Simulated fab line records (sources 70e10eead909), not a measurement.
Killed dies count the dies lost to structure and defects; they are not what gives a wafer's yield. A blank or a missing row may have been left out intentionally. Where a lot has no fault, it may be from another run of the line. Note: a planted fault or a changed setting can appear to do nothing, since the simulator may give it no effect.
fab line records | flow nand_harc | part 2 of 2: steps 37 to 37 of 37
[record] lots = 6 | wafers = 18 | last_day = 33
route steps=1302 shown A_SGD_CUT@911 A_SLIT@922 END@1302
lots untouched by any fault: they come from a run of this same line in which no faults occurred
start_h: start of the lot's first displayed wafer, in hours after the record's first day | wait_h: hours elapsed since this lot's preceding step | " repeats the value in the row above | L1.1+2: a row that stands for several wafers | - either no value or no given start | * or withheld: withheld | < > ~ a bound
route shown NAME@n: a module of which the file shows steps, and the number in the route of the first | usual: mean/standard deviation taken from wafers without a fault | same: alike in all rows | chamber/n: place in a boat | sites: readings site by site | _std_site: the standard deviation of these | _edge_site: outer sites' mean less inner sites' | radius_mm: for every site, how far away it sits from the centre of the wafer | mask NAME#n: copy n | behind: the tool/chamber that last shaped the wafer | hold: why the lot was held/for how many hours/how that ended | device: the transistor (n, p or np) that didn't switch | end of line: the tests these same wafers got at the end of their route | step lacking rows: just its recipe | killed: dies lost to structure and defects at the first sort, not the wafer's yield | map: dies across one wafer; x = killed, . = not, _ = none there
set.NAME: the setting that was run; set.NAME@STEP: the one run at that earlier step | model.NAME: the simulator's own value behind a step, which no gauge read
certain route steps with their lots: each step a table, each wafer a row
services: the hour from which a tool's chamber was out of use, counted from the record's first day as start_h (under 0 if before that day), plus the number of hours and why
[[steps]]
[step NHARC_END_SORT_01]
[recipe] temp_c = 25
[usual] killed_at_array = 54/21 | killed_at_other = 0.9/1.1 | killed_at_periphery = 3.5/2.5 | killed_dies = 58/21 | killed_open = 3.3/1.9 | killed_short = 2.6/1.8
[same] gross_dies = 677
lot.wafer | tool      | chamber | start_h | wait_h | hold                   | killed_at_array | killed_at_other | killed_at_periphery | killed_dies | killed_open | killed_short
L377.1    | prober-01 | 0       | 576.10  | 2.5    | -                      | 51              | 1               | 6                   | 58          | 1           | 3
L377.2    | prober-01 | 0       | 576.89  | 2.8    | -                      | 51              | 0               | 6                   | 57          | 5           | 3
L377.5    | prober-01 | 0       | 579.27  | 3.7    | -                      | 60              | 0               | 2                   | 62          | 5           | 3
L380.1    | prober-01 | 0       | 622.74  | 2.5    | -                      | 51              | 2               | 2                   | 55          | 2           | 2
L380.2    | prober-01 | 0       | 623.54  | 2.8    | -                      | 45              | 1               | 6                   | 52          | 7           | 2
L380.6    | prober-01 | 0       | 626.74  | 4.0    | -                      | 50              | 0               | 3                   | 53          | 2           | 1
L389.2    | prober-02 | 0       | 706.27  | 2.8    | await_dispo/1.2h/scrap | 672             | 3               | 2                   | 677         | 3           | 0
L389.4    | prober-02 | 0       | 707.85  | 3.4    | await_dispo/1.2h/scrap | 676             | 0               | 1                   | 677         | 5           | 2
L389.5    | prober-02 | 0       | 708.65  | 3.7    | await_dispo/1.2h/scrap | 673             | 0               | 4                   | 677         | 5           | 3
L387.1    | prober-02 | 0       | 715.95  | 2.5    | await_dispo/6.3h/scrap | 664             | 0               | 13                  | 677         | 9           | 6
L387.3    | prober-02 | 0       | 717.57  | 3.1    | await_dispo/6.3h/scrap | 670             | 0               | 7                   | 677         | 1           | 3
L387.5    | prober-02 | 0       | 719.18  | 3.7    | await_dispo/6.3h/scrap | 669             | 0               | 8                   | 677         | 2           | 7
L392.1    | prober-01 | 0       | 742.94  | 2.5    | -                      | 68              | 1               | 3                   | 72          | 2           | 4
L392.3    | prober-01 | 0       | 744.53  | 3.1    | -                      | 90              | 1               | 7                   | 98          | 3           | 1
L392.4    | prober-01 | 0       | 745.32  | 3.4    | -                      | 97              | 2               | 5                   | 104         | 3           | 5
L398.1    | prober-02 | 0       | 794.46  | 2.5    | -                      | 49              | 3               | 2                   | 54          | 4           | 4
L398.2    | prober-02 | 0       | 795.26  | 2.8    | -                      | 44              | 1               | 1                   | 46          | 4           | 4
L398.6    | prober-02 | 0       | 798.49  | 4.0    | -                      | 38              | 0               | 0                   | 38          | 0           | 0
// killed by level:class
L377.1 A_CHANNEL_HOLE_D1:chamber_film_flake=38 A_CHANNEL_HOLE_D2:chamber_film_flake=6 P_STI:chamber_film_flake=4 A_CONTACT:chamber_film_flake=2 P_CONTACT:geometric_particle:short=1 A_CHANNEL_FILL_D1:geometric_particle:open=1 A_CHANNEL_FILL_D1:geometric_particle:short=1 A_SGD_CUT:geometric_particle:short=1
L377.2 A_CHANNEL_HOLE_D1:chamber_film_flake=31 P_STI:chamber_film_flake=5 A_CHANNEL_HOLE_D2:chamber_film_flake=4 A_STAIRCASE:chamber_film_flake=4 A_CONTACT:chamber_film_flake=3 A_CHANNEL_FILL_D2:geometric_particle:open=2 A_DECK1_JOINT:chamber_film_flake=2 P_BONDPAD:geometric_particle:short=1
L377.5 A_CHANNEL_HOLE_D1:chamber_film_flake=30 A_CHANNEL_HOLE_D2:chamber_film_flake=10 A_CONTACT:chamber_film_flake=5 A_CHANNEL_FILL_D2:chamber_film_flake=3 A_STAIRCASE:chamber_film_flake=3 P_CONTACT:geometric_particle:open=2 A_DECK1_JOINT:geometric_particle:open=2 A_DECK1_JOINT:chamber_film_flake=2
L380.1 A_CHANNEL_HOLE_D2:chamber_film_flake=32 A_CHANNEL_HOLE_D1:chamber_film_flake=5 A_DECK1_JOINT:chamber_film_flake=3 A_STAIRCASE:chamber_film_flake=3 A_CONTACT:chamber_film_flake=2 THIN_TSV:chamber_film_flake=2 P_CONTACT:geometric_particle:open=1 A_ONON_D2:geometric_particle:short=1
L380.2 A_CHANNEL_HOLE_D2:chamber_film_flake=25 P_M0:geometric_particle:open=3 A_CHANNEL_HOLE_D1:chamber_film_flake=3 A_CHANNEL_FILL_D2:geometric_particle:short=2 A_CHANNEL_FILL_D2:chamber_film_flake=2 A_STAIRCASE:chamber_film_flake=2 A_SLIT:chamber_film_flake=2 A_CONTACT:chamber_film_flake=2
L380.6 A_CHANNEL_HOLE_D2:chamber_film_flake=35 A_CHANNEL_HOLE_D1:chamber_film_flake=6 A_STAIRCASE:chamber_film_flake=2 A_CONTACT:chamber_film_flake=2 P_M0:geometric_particle:open=1 A_CONTACT:geometric_particle:short=1 A_BLC:geometric_particle:open=1 P_STI:chamber_film_flake=1
L389.2 A_SLIT:area_dep=627 A_CHANNEL_HOLE_D1:chamber_film_flake=33 A_CONTACT:chamber_film_flake=4 THIN_TSV:chamber_film_flake=3 A_WL_FILL:geometric_particle:open=2 A_DECK1_JOINT:chamber_film_flake=2 A_STAIRCASE:chamber_film_flake=2 A_M0:geometric_particle:open=1
L389.4 A_SLIT:area_dep=633 A_CHANNEL_HOLE_D1:chamber_film_flake=28 A_SLIT:chamber_film_flake=4 A_ONON_D2:geometric_particle:open=2 A_CHANNEL_FILL_D2:chamber_film_flake=2 P_M0:geometric_particle:open=1 A_CONTACT:geometric_particle:open=1 A_M0:geometric_particle:open=1
L389.5 A_SLIT:area_dep=629 A_CHANNEL_HOLE_D1:chamber_film_flake=29 A_SLIT:chamber_film_flake=3 A_DECK1_JOINT:chamber_film_flake=2 A_CONTACT:chamber_film_flake=2 P_STI:geometric_particle:open=1 P_GATE:geometric_particle:open=1 A_CHANNEL_HOLE_D1:geometric_particle:short=1
L387.1 A_SLIT:area_dep=594 A_CHANNEL_HOLE_D1:chamber_film_flake=34 A_CHANNEL_HOLE_D2:chamber_film_flake=12 P_GATE:chamber_film_flake=4 A_WL_FILL:chamber_film_flake=4 A_M0:geometric_particle:open=3 P_M1:chamber_film_flake=3 A_ZERO_WELL:chamber_film_flake=3
L387.3 A_SLIT:area_dep=611 A_CHANNEL_HOLE_D1:chamber_film_flake=27 A_CHANNEL_HOLE_D2:chamber_film_flake=21 P_GATE:chamber_film_flake=3 A_SLIT:chamber_film_flake=3 P_ZERO_WELL:chamber_film_flake=2 A_STAIRCASE:chamber_film_flake=2 P_M0:geometric_particle:short=1
L387.5 A_SLIT:area_dep=602 A_CHANNEL_HOLE_D1:chamber_film_flake=31 A_CHANNEL_HOLE_D2:chamber_film_flake=17 A_WL_FILL:geometric_particle:short=3 P_M1:chamber_film_flake=3 A_STAIRCASE:chamber_film_flake=3 A_SLIT:chamber_film_flake=3 P_M0:geometric_particle:short=2
L392.1 A_CHANNEL_HOLE_D1:chamber_film_flake=31 A_SLIT:chamber_film_flake=19 A_CHANNEL_HOLE_D2:chamber_film_flake=7 A_STAIRCASE:chamber_film_flake=3 P_M0:geometric_particle:short=2 A_CONTACT:chamber_film_flake=2 A_ONON_D1:geometric_particle:short=1 A_ONON_D2:geometric_particle:short=1
L392.3 A_CHANNEL_HOLE_D1:chamber_film_flake=34 A_SLIT:chamber_film_flake=24 A_CHANNEL_HOLE_D2:chamber_film_flake=22 P_GATE:chamber_film_flake=3 P_BONDPAD:chamber_film_flake=3 A_STAIRCASE:chamber_film_flake=3 A_CONTACT:chamber_film_flake=2 P_M0:geometric_particle:open=1
L392.4 A_SLIT:chamber_film_flake=30 A_CHANNEL_HOLE_D1:chamber_film_flake=28 A_CHANNEL_HOLE_D2:chamber_film_flake=18 A_CONTACT:chamber_film_flake=6 P_BONDPAD:chamber_film_flake=3 A_STAIRCASE:chamber_film_flake=3 A_DECK1_JOINT:geometric_particle:short=2 P_STI:chamber_film_flake=2
L398.1 A_SLIT:chamber_film_flake=33 A_CHANNEL_FILL_D2:geometric_particle:short=4 A_CHANNEL_HOLE_D2:chamber_film_flake=4 A_CONTACT:chamber_film_flake=4 THIN_TSV:chamber_film_flake=2 P_GATE:geometric_particle:open=1 A_CHANNEL_FILL_D2:geometric_particle:open=1 A_WL_FILL:geometric_particle:open=1
L398.2 A_SLIT:chamber_film_flake=20 A_CONTACT:chamber_film_flake=7 A_STAIRCASE:chamber_film_flake=4 A_CHANNEL_HOLE_D1:chamber_film_flake=3 A_CHANNEL_HOLE_D1:geometric_particle:short=2 A_CHANNEL_HOLE_D2:chamber_film_flake=2 P_M0:geometric_particle:open=1 A_CHANNEL_HOLE_D1:geometric_particle:open=1
L398.6 A_SLIT:chamber_film_flake=33 A_CONTACT:chamber_film_flake=2 A_CHANNEL_FILL_D1:chamber_film_flake=1 A_DECK1_JOINT:chamber_film_flake=1 A_STAIRCASE:chamber_film_flake=1
// map L387.1 (x killed, . not)
____________x____________
_________xxxxxxx_________
_______xxxxxxxxxxx_______
______xxxxxxxxxxxxx______
_____xxxxxxxxxxxxxxx_____
____xxxxxxxxxxxxxxxxx____
____xxxxxxxxxxxxxxxxx____
___xxxxxxxxxxxxxxxxxxx___
___xxxxxxxxxxxxxxxxxxx___
__xxxxxxxxxxxxxxxxxxxxx__
__xxxxxxxxxxxxxxxxxxxxx__
_xxxxxxxxxxxxxxxxxxxxxxx_
_xxxxxxxxxxxxxxxxxxxxxxx_
_xxxxxxxxxxxxxxxxxxxxxxx_
_xxxxxxxxxxxxxxxxxxxxxxx_
_xxxxxxxxxxxxxxxxxxxxxxx_
xxxxxxxxxxxxxxxxxxxxxxxxx
xxxxxxxxxxxxxxxxxxxxxxxxx
xxxxxxxxxxxxxxxxxxxxxxxxx
xxxxxxxxxxxxxxxxxxxxxxxxx
xxxxxxxxxxxxxxxxxxxxxxxxx
_xxxxxxxxxxxxxxxxxxxxxxx_
_xxxxxxxxxxxxxxxxxxxxxxx_
_xxxxxxxxxxxxxxxxxxxxxxx_
_xxxxxxxxxxxxxxxxxxxxxxx_
_xxxxxxxxxxxxxxxxxxxxxxx_
__xxxxxxxxxxxxxxxxxxxxx__
__xxxxxxxxxxxxxxxxxxxxx__
___xxxxxxxxxxxxxxxxxxx___
___xxxxxxxxxxxxxxxxxxx___
____xxxxxxxxxxxxxxxxx____
____xxxxxxxxxxxxxxxxx____
_____xxxxxxxxxxxxxxx_____
______xxxxxxxxxxxxx______
_______xxxxxxxxxxx_______
_________xxxxxxx_________
____________x____________
// map L389.2 (x killed, . not)
____________x____________
_________xxxxxxx_________
_______xxxxxxxxxxx_______
______xxxxxxxxxxxxx______
_____xxxxxxxxxxxxxxx_____
____xxxxxxxxxxxxxxxxx____
____xxxxxxxxxxxxxxxxx____
___xxxxxxxxxxxxxxxxxxx___
___xxxxxxxxxxxxxxxxxxx___
__xxxxxxxxxxxxxxxxxxxxx__
__xxxxxxxxxxxxxxxxxxxxx__
_xxxxxxxxxxxxxxxxxxxxxxx_
_xxxxxxxxxxxxxxxxxxxxxxx_
_xxxxxxxxxxxxxxxxxxxxxxx_
_xxxxxxxxxxxxxxxxxxxxxxx_
_xxxxxxxxxxxxxxxxxxxxxxx_
xxxxxxxxxxxxxxxxxxxxxxxxx
xxxxxxxxxxxxxxxxxxxxxxxxx
xxxxxxxxxxxxxxxxxxxxxxxxx
xxxxxxxxxxxxxxxxxxxxxxxxx
xxxxxxxxxxxxxxxxxxxxxxxxx
_xxxxxxxxxxxxxxxxxxxxxxx_
_xxxxxxxxxxxxxxxxxxxxxxx_
_xxxxxxxxxxxxxxxxxxxxxxx_
_xxxxxxxxxxxxxxxxxxxxxxx_
_xxxxxxxxxxxxxxxxxxxxxxx_
__xxxxxxxxxxxxxxxxxxxxx__
__xxxxxxxxxxxxxxxxxxxxx__
___xxxxxxxxxxxxxxxxxxx___
___xxxxxxxxxxxxxxxxxxx___
____xxxxxxxxxxxxxxxxx____
____xxxxxxxxxxxxxxxxx____
_____xxxxxxxxxxxxxxx_____
______xxxxxxxxxxxxx______
_______xxxxxxxxxxx_______
_________xxxxxxx_________
____________x____________
[[services]]
tool        | chamber | start_h | hours | kind
rie_diel-08 | 1       | 429.15  | 2.2   | repair
rie_diel-08 | 1       | 444.04  | 7.5   | repair
rie_diel-12 | -       | 445.40  | 9.0   | pm
rie_diel-12 | 1       | 459.06  | 7.6   | repair
rie_diel-10 | 3       | 461.16  | 4.1   | repair
cmp-01      | -       | 469.63  | 0.5   | repair
cmp-01      | -       | 488.81  | 4.0   | pm
rie_diel-12 | 3       | 513.77  | 10.1  | repair
rie_diel-02 | 1       | 526.08  | 8.1   | repair
rie_diel-08 | -       | 544.80  | 9.0   | pm
rie_diel-10 | 1       | 546.39  | 1.7   | repair
acl_dep-01  | -       | 553.30  | 13.0  | pm
rie_diel-02 | 2       | 562.91  | 7.4   | repair
rie_diel-12 | 1       | 564.14  | 1.3   | repair
rie_diel-08 | 1       | 567.26  | 8.4   | repair
cmp-01      | -       | 570.53  | 1.5   | repair
rie_diel-02 | -       | 570.70  | 9.0   | pm
cmp-01      | -       | 572.45  | 0.8   | repair
cmp-01      | -       | 586.81  | 4.0   | pm
rie_diel-12 | 3       | 587.34  | 8.2   | repair
rie_diel-12 | 2       | 593.61  | 5.2   | repair
rie_diel-10 | -       | 596.50  | 9.0   | pm
rie_diel-08 | 2       | 612.46  | 20.7  | repair
rie_diel-12 | -       | 622.45  | 9.0   | pm
[[key]]
[first_sign] step = NHARC_END_SORT_01 | reading = killed_dies | direction = up | sigmas = 29 | usual = 58 | struck = 677
[effect] step = NHARC_END_SORT_01 | reading = killed_at_array | direction = up | sigmas = 29 | usual = 54 | struck = 671
[more_kills_born_at] NHARC_A_SLIT_DEP_00@acl_dep-01 = 3696
met_at NHARC_A_SLIT_DEP_00
struck_wafers L387.1,L387.3,L387.5,L389.2,L389.4,L389.5
later_rows_left_out L387.1,L387.3,L387.5,L389.2,L389.4,L389.5
tester_left_out L387,L389
onset_between 452.02 588.85
also_fits NHARC_A_SLIT_ETCH_26:har_etch-02
[fault] kind = process_parameter_drift | tool = acl_dep-01 | chamber = 0 | onset_h = 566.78 | steps = NHARC_A_SLIT_DEP_00 | channel = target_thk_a | offset = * | shape = step | end_h = 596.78 | acts_in = * | stated = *
// tester_left_out: of these lots the tester's yield and bins aren't shown, on N5 and GAA mostly nor the transistor test; their killed dies are dies lost to structure and defects alone, not to doping, threshold or leakage, so they don't give the yield
// later_rows_left_out: the simulator's readings of these wafers behind a module that went badly wrong aren't trusted and aren't shown, but for the sort
